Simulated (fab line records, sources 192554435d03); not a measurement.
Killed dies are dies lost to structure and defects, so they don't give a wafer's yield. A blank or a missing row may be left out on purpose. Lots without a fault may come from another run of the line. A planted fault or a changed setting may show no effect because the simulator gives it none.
Problem report in the 8D (eight disciplines) form, filled by code | flow n5_finfet | the parts of the form that need people (team, actions taken, sign-off) are left out

1. THE PROBLEM
rf_fwd_power_W at N5_MIM_BOT_ETCH_ETCH_03 reads a mean of 1276.0 W on 6 wafers of 2 lots; wafers without a fault read 794.8 W with a standard deviation of 2.7. That is +99 or more standard deviations from the usual mean.
The step: etches the open film in Cl2/BCl3, target depth 12 nm.
First seen on wafer L450.3, day 16 12:59, on rie_metal-03. The record holds 18 wafers of 6 lots with a number at this step. Rule for "out", or "out of limits": more than 4 standard deviations from the usual mean. The other wafers with a number count as sound.

2. WHAT IT IS AND WHAT IT IS NOT
question                    | is                     | is not
which readings at this step | rf_fwd_power_W         | drypump_motor_current_A, throttle_valve_pct
which lots                  | L450, L452             | L437, L439, L453, L454
which wafers of those lots  | all that have a number | -
read on which tools         | rie_metal-03           | rie_metal-02
when                        | from day 16 12:59      | up to then (6 sound wafers); but 6 sound wafers of L453, L454 came after

3. SUSPECTS, AND WHAT RULES EACH OUT
Counting: a tool at a process step up to the reading stays a suspect if it ran every lot that is out and no sound lot after the first of them.
- rie_diel-04 at N5_MIM_BOT_LITHO_DESCUM_10 (chemistry O2, time 7.9 s): kept. It ran every lot that is out, first L450 (day 16 12:48), and no sound lot after that.
- rie_diel-04 at N5_MIM_BOT_ETCH_ETCH_04 (etches SiNx in CF4/O2, target depth 26 nm, time 13 s): kept. It ran every lot that is out, first L450 (day 16 12:52), and no sound lot after that.
- rie_metal-03 at N5_MIM_BOT_ETCH_ETCH_03 (etches the open film in Cl2/BCl3, target depth 12 nm): kept. It ran every lot that is out, first L450 (day 16 12:59), and no sound lot after that; its last sound lot up to then is L439 (day 13 07:29). Its own readings are out on those wafers: rf_fwd_power_W.
Left after counting: rie_diel-04 at N5_MIM_BOT_LITHO_DESCUM_10, rie_diel-04 at N5_MIM_BOT_ETCH_ETCH_04, rie_metal-03 at N5_MIM_BOT_ETCH_ETCH_03.

4. THE CAUSE (what the simulator had put in)
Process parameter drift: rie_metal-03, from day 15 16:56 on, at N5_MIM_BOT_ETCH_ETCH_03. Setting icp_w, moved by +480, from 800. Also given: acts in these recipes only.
Counting left 3 suspects, and this tool is among them.

5. THE CHAIN OF EFFECTS, in route order
Each row: a reading whose mean over the struck wafers that have a number lies more than 3 standard deviations from the usual. Only readings for which the record gives a usual standard deviation are gone through. hours: the time from each lot's start at the first step in this table that gives one to its start at this step, as a median over the lots. sigmas: the change in usual standard deviations.
hours | step                    | reading        | usual     | on struck wafers | change | sigmas
0     | N5_MIM_BOT_ETCH_ETCH_03 | oes_product_au | 0.79 a.u. | 1.08             | +0.29  | +3.4
0     | N5_MIM_BOT_ETCH_ETCH_03 | rf_fwd_power_W | 794.8 W   | 1276.0           | +481.2 | +99 or more
The process steps in it:
- N5_MIM_BOT_ETCH_ETCH_03: etches the open film in Cl2/BCl3, target depth 12 nm.

6. WHAT WOULD HAVE CAUGHT IT SOONER
In this record the first reading out of limits was taken at day 16 12:59, 20 hours after the fault began at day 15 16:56.
